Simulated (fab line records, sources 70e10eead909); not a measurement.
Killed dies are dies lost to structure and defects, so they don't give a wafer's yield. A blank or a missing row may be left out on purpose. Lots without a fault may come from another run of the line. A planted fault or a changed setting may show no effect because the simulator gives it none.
One fault seen from 2 desks | flow nand_harc | each desk has only its own numbers; what lay behind them comes last

THE METROLOGY DESK
What the gauges read, lot by lot, whatever tool the lot ran on: means of the sampled wafers that have a number. A lot is out of limits, marked OUT, if its mean lies more than 4 standard deviations from the usual mean; the brackets give that distance.
Columns: A = cd_nm at NHARC_A_M1_CD_MEAS_09, usual 120.1 nm; B = overlay_x_nm at NHARC_A_M1_OVL_MEAS_10, usual -0.1 nm; C = overlay_y_nm at NHARC_A_M1_OVL_MEAS_10, usual -0.2 nm
lot  | first seen here | A     | B    | C
L885 | day 17 22:53    | 119.9 | 0.1  | -1.0
L886 | day 18 06:04    | 120.5 | -0.8 | -0.4
L887 | day 18 10:26    | 120.2 | -0.4 | 1.2
L892 | day 18 21:17    | 119.9 | -1.3 | -0.7
L888 | day 18 22:15    | 120.6 | 1.1  | 0.6
L891 | day 19 06:59    | 119.3 | -0.1 | 0.6
L889 | day 19 07:49    | 120.8 | -0.1 | -0.0
L897 | day 20 07:25    | 120.3 | -0.9 | 0.3
L904 | day 22 16:25    | 120.5 | 0.1  | -1.1
L902 | day 22 17:32    | 121.9 | 1.5  | -0.1
L905 | day 22 20:55    | 119.6 | -0.7 | 0.1
L907 | day 23 11:43    | 120.1 | -0.2 | -0.4
L908 | day 23 19:22    | 120.2 | 0.4  | 0.1
This desk's finding: nothing out of limits on any of the 13 lots.

THE DEFECT DESK
What the inspections along the route counted, lot by lot: means of the sampled wafers that have a number. A lot is out of limits, marked OUT, if its mean lies more than 4 standard deviations from the usual mean; the brackets give that distance.
Columns: A = raw_defect_count at NHARC_A_M1_INSPECT_11, usual 32
lot  | first seen here | A
L885 | day 17 23:01    | 14
L886 | day 18 06:11    | 41
L887 | day 18 10:35    | 23
L892 | day 18 21:25    | 26
L888 | day 18 22:23    | 32
L891 | day 19 07:07    | 29
L889 | day 19 07:56    | 27
L897 | day 20 07:32    | 49
L904 | day 22 16:33    | 45
L902 | day 22 17:39    | 12
L905 | day 22 21:02    | 41
L907 | day 23 11:50    | 21
L908 | day 23 19:29    | 53
This desk's finding: nothing out of limits on any of the 13 lots.

PUT TOGETHER
The metrology desk saw nothing out of limits.
The defect desk saw nothing out of limits.

WHAT THE SIMULATOR HAD PUT IN
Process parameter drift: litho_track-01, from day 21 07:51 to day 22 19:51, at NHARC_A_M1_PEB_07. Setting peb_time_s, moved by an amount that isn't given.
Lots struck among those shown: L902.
